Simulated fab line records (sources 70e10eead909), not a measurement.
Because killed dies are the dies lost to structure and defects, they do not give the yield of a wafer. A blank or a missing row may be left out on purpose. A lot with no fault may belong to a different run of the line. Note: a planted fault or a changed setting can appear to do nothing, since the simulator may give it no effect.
Matching of chambers || flow nandHarc || 4 sister chambers for NHARC_P_M2_DESCUM_14 on rieDiel-03
The step chemistry O2, time 3 s. 36 wafers are shown with their chamber, then 12 later ones without.

## WAFERS WITH THEIR CHAMBER
{"wafer": "L074.3", "chamber": 1, "showerheadPlenumPTorr (Torr)": 1.88, "drypumpMotorCurrentA (A)": 5.6, "oesProductAu (a.u.)": 1.011}
{"wafer": "L074.4", "chamber": 2, "showerheadPlenumPTorr (Torr)": 1.79, "drypumpMotorCurrentA (A)": 6.1, "oesProductAu (a.u.)": 0.991}
{"wafer": "L074.6", "chamber": 3, "showerheadPlenumPTorr (Torr)": 2.03, "drypumpMotorCurrentA (A)": 6.3, "oesProductAu (a.u.)": 1.004}
{"wafer": "L075.1", "chamber": 3, "showerheadPlenumPTorr (Torr)": 2.02, "drypumpMotorCurrentA (A)": 6.3, "oesProductAu (a.u.)": 0.996}
{"wafer": "L075.4", "chamber": 1, "showerheadPlenumPTorr (Torr)": 1.88, "drypumpMotorCurrentA (A)": 5.6, "oesProductAu (a.u.)": 0.998}
{"wafer": "L075.6", "chamber": 0, "showerheadPlenumPTorr (Torr)": 1.92, "drypumpMotorCurrentA (A)": 5.5, "oesProductAu (a.u.)": 0.988}
{"wafer": "L077.1", "chamber": 1, "showerheadPlenumPTorr (Torr)": 1.88, "drypumpMotorCurrentA (A)": 5.6, "oesProductAu (a.u.)": 0.998}
{"wafer": "L077.4", "chamber": 3, "showerheadPlenumPTorr (Torr)": 2.02, "drypumpMotorCurrentA (A)": 6.3, "oesProductAu (a.u.)": 1.000}
{"wafer": "L077.6", "chamber": 0, "showerheadPlenumPTorr (Torr)": 1.92, "drypumpMotorCurrentA (A)": 5.5, "oesProductAu (a.u.)": 0.999}
{"wafer": "L081.1", "chamber": 1, "showerheadPlenumPTorr (Torr)": 1.88, "drypumpMotorCurrentA (A)": 5.7, "oesProductAu (a.u.)": 1.002}
{"wafer": "L081.2", "chamber": 2, "showerheadPlenumPTorr (Torr)": 1.79, "drypumpMotorCurrentA (A)": 6.2, "oesProductAu (a.u.)": 1.002}
{"wafer": "L081.5", "chamber": 3, "showerheadPlenumPTorr (Torr)": 2.02, "drypumpMotorCurrentA (A)": 6.3, "oesProductAu (a.u.)": 1.000}
{"wafer": "L079.3", "chamber": 2, "showerheadPlenumPTorr (Torr)": 1.79, "drypumpMotorCurrentA (A)": 6.2, "oesProductAu (a.u.)": 1.001}
{"wafer": "L079.4", "chamber": 1, "showerheadPlenumPTorr (Torr)": 1.88, "drypumpMotorCurrentA (A)": 5.6, "oesProductAu (a.u.)": 0.992}
{"wafer": "L079.6", "chamber": 3, "showerheadPlenumPTorr (Torr)": 2.02, "drypumpMotorCurrentA (A)": 6.3, "oesProductAu (a.u.)": 0.997}
{"wafer": "L082.1", "chamber": 0, "showerheadPlenumPTorr (Torr)": 1.92, "drypumpMotorCurrentA (A)": 5.5, "oesProductAu (a.u.)": 0.988}
{"wafer": "L082.2", "chamber": 2, "showerheadPlenumPTorr (Torr)": 1.79, "drypumpMotorCurrentA (A)": 6.1, "oesProductAu (a.u.)": 0.992}
{"wafer": "L082.4", "chamber": 1, "showerheadPlenumPTorr (Torr)": 1.88, "drypumpMotorCurrentA (A)": 5.7, "oesProductAu (a.u.)": 0.993}
{"wafer": "L083.1", "chamber": 3, "showerheadPlenumPTorr (Torr)": 2.02, "drypumpMotorCurrentA (A)": 6.3, "oesProductAu (a.u.)": 0.999}
{"wafer": "L083.4", "chamber": 0, "showerheadPlenumPTorr (Torr)": 1.92, "drypumpMotorCurrentA (A)": 5.5, "oesProductAu (a.u.)": 0.981}
{"wafer": "L083.5", "chamber": 2, "showerheadPlenumPTorr (Torr)": 1.79, "drypumpMotorCurrentA (A)": 6.2, "oesProductAu (a.u.)": 1.001}
{"wafer": "L084.3", "chamber": 2, "showerheadPlenumPTorr (Torr)": 1.79, "drypumpMotorCurrentA (A)": 6.2, "oesProductAu (a.u.)": 1.003}
{"wafer": "L084.4", "chamber": 3, "showerheadPlenumPTorr (Torr)": 2.02, "drypumpMotorCurrentA (A)": 6.3, "oesProductAu (a.u.)": 0.997}
{"wafer": "L084.6", "chamber": 2, "showerheadPlenumPTorr (Torr)": 1.79, "drypumpMotorCurrentA (A)": 6.2, "oesProductAu (a.u.)": 0.995}
{"wafer": "L086.1", "chamber": 2, "showerheadPlenumPTorr (Torr)": 1.79, "drypumpMotorCurrentA (A)": 6.2, "oesProductAu (a.u.)": 1.003}
{"wafer": "L086.2", "chamber": 1, "showerheadPlenumPTorr (Torr)": 1.88, "drypumpMotorCurrentA (A)": 5.6, "oesProductAu (a.u.)": 0.992}
{"wafer": "L086.4", "chamber": 3, "showerheadPlenumPTorr (Torr)": 2.02, "drypumpMotorCurrentA (A)": 6.3, "oesProductAu (a.u.)": 1.004}
{"wafer": "L090.1", "chamber": 0, "showerheadPlenumPTorr (Torr)": 1.92, "drypumpMotorCurrentA (A)": 5.5, "oesProductAu (a.u.)": 0.975}
{"wafer": "L090.2", "chamber": 3, "showerheadPlenumPTorr (Torr)": 2.02, "drypumpMotorCurrentA (A)": 6.3, "oesProductAu (a.u.)": 0.987}
{"wafer": "L090.6", "chamber": 1, "showerheadPlenumPTorr (Torr)": 1.88, "drypumpMotorCurrentA (A)": 5.7, "oesProductAu (a.u.)": 1.000}
{"wafer": "L089.4", "chamber": 1, "showerheadPlenumPTorr (Torr)": 1.88, "drypumpMotorCurrentA (A)": 5.5, "oesProductAu (a.u.)": 1.007}
{"wafer": "L089.5", "chamber": 0, "showerheadPlenumPTorr (Torr)": 1.92, "drypumpMotorCurrentA (A)": 5.5, "oesProductAu (a.u.)": 0.978}
{"wafer": "L089.6", "chamber": 3, "showerheadPlenumPTorr (Torr)": 2.02, "drypumpMotorCurrentA (A)": 6.3, "oesProductAu (a.u.)": 1.002}
{"wafer": "L091.2", "chamber": 0, "showerheadPlenumPTorr (Torr)": 1.92, "drypumpMotorCurrentA (A)": 5.5, "oesProductAu (a.u.)": 0.980}
{"wafer": "L091.3", "chamber": 2, "showerheadPlenumPTorr (Torr)": 1.79, "drypumpMotorCurrentA (A)": 6.1, "oesProductAu (a.u.)": 0.994}
{"wafer": "L091.6", "chamber": 1, "showerheadPlenumPTorr (Torr)": 1.88, "drypumpMotorCurrentA (A)": 5.6, "oesProductAu (a.u.)": 1.012}

SIGNATURES (averages over the wafers above)
{"reading": "showerheadPlenumPTorr", "chamber 0": 1.9200, "chamber 1": 1.8800, "chamber 2": 1.7900, "chamber 3": 2.0210, "scatter within a chamber": 0.00168}
{"reading": "drypumpMotorCurrentA", "chamber 0": 5.500, "chamber 1": 5.620, "chamber 2": 6.167, "chamber 3": 6.300, "scatter within a chamber": 0.0418}
{"reading": "oesProductAu", "chamber 0": 0.98414, "chamber 1": 1.00050, "chamber 2": 0.99800, "chamber 3": 0.99860, "scatter within a chamber": 0.00641}
Rule: for each reading, subtract the chamber's mean from the wafer's reading, divide by that reading's scatter and square the result; add these up over the readings and take the root, which gives the wafer's distance from the chamber. The wafer belongs to the nearest chamber; if the next one is less than 2 further off, it can't be placed. How the scatter is found: for the shown wafers, subtract from each reading the mean of its chamber, square and add these, divide the total by (wafers less chambers), then take the root.

## WAFERS WITH NO CHAMBER GIVEN
{"wafer": "L094.1", "showerheadPlenumPTorr (Torr)": 2.02, "drypumpMotorCurrentA (A)": 6.3, "oesProductAu (a.u.)": 0.994}
{"wafer": "L094.2", "showerheadPlenumPTorr (Torr)": 1.92, "drypumpMotorCurrentA (A)": 5.6, "oesProductAu (a.u.)": 0.993}
{"wafer": "L094.4", "showerheadPlenumPTorr (Torr)": 1.79, "drypumpMotorCurrentA (A)": 6.2, "oesProductAu (a.u.)": 0.991}
{"wafer": "L095.2", "showerheadPlenumPTorr (Torr)": 2.02, "drypumpMotorCurrentA (A)": 6.3, "oesProductAu (a.u.)": 0.997}
{"wafer": "L095.3", "showerheadPlenumPTorr (Torr)": 1.79, "drypumpMotorCurrentA (A)": 6.2, "oesProductAu (a.u.)": 0.991}
{"wafer": "L095.4", "showerheadPlenumPTorr (Torr)": 1.88, "drypumpMotorCurrentA (A)": 5.6, "oesProductAu (a.u.)": 1.025}
{"wafer": "L096.1", "showerheadPlenumPTorr (Torr)": 1.88, "drypumpMotorCurrentA (A)": 5.6, "oesProductAu (a.u.)": 1.002}
{"wafer": "L096.3", "showerheadPlenumPTorr (Torr)": 2.02, "drypumpMotorCurrentA (A)": 6.3, "oesProductAu (a.u.)": 0.986}
{"wafer": "L096.4", "showerheadPlenumPTorr (Torr)": 1.79, "drypumpMotorCurrentA (A)": 6.1, "oesProductAu (a.u.)": 0.988}
{"wafer": "L097.4", "showerheadPlenumPTorr (Torr)": 1.88, "drypumpMotorCurrentA (A)": 5.6, "oesProductAu (a.u.)": 1.005}
{"wafer": "L097.5", "showerheadPlenumPTorr (Torr)": 2.02, "drypumpMotorCurrentA (A)": 6.3, "oesProductAu (a.u.)": 1.008}
{"wafer": "L097.6", "showerheadPlenumPTorr (Torr)": 1.79, "drypumpMotorCurrentA (A)": 6.2, "oesProductAu (a.u.)": 0.993}

## EACH ONE'S CHAMBER
{"wafer": "L094.1", "from the rows above": 3, "in truth": 3}
{"wafer": "L094.2", "from the rows above": 0, "in truth": 0}
{"wafer": "L094.4", "from the rows above": 2, "in truth": 2}
{"wafer": "L095.2", "from the rows above": 3, "in truth": 3}
{"wafer": "L095.3", "from the rows above": 2, "in truth": 2}
{"wafer": "L095.4", "from the rows above": 1, "in truth": 1}
{"wafer": "L096.1", "from the rows above": 1, "in truth": 1}
{"wafer": "L096.3", "from the rows above": 3, "in truth": 3}
{"wafer": "L096.4", "from the rows above": 2, "in truth": 2}
{"wafer": "L097.4", "from the rows above": 1, "in truth": 1}
{"wafer": "L097.5", "from the rows above": 3, "in truth": 3}
{"wafer": "L097.6", "from the rows above": 2, "in truth": 2}
Correct placement for 12 of the 12. Can't be placed from these rows: 0. Wrongly placed: 0.
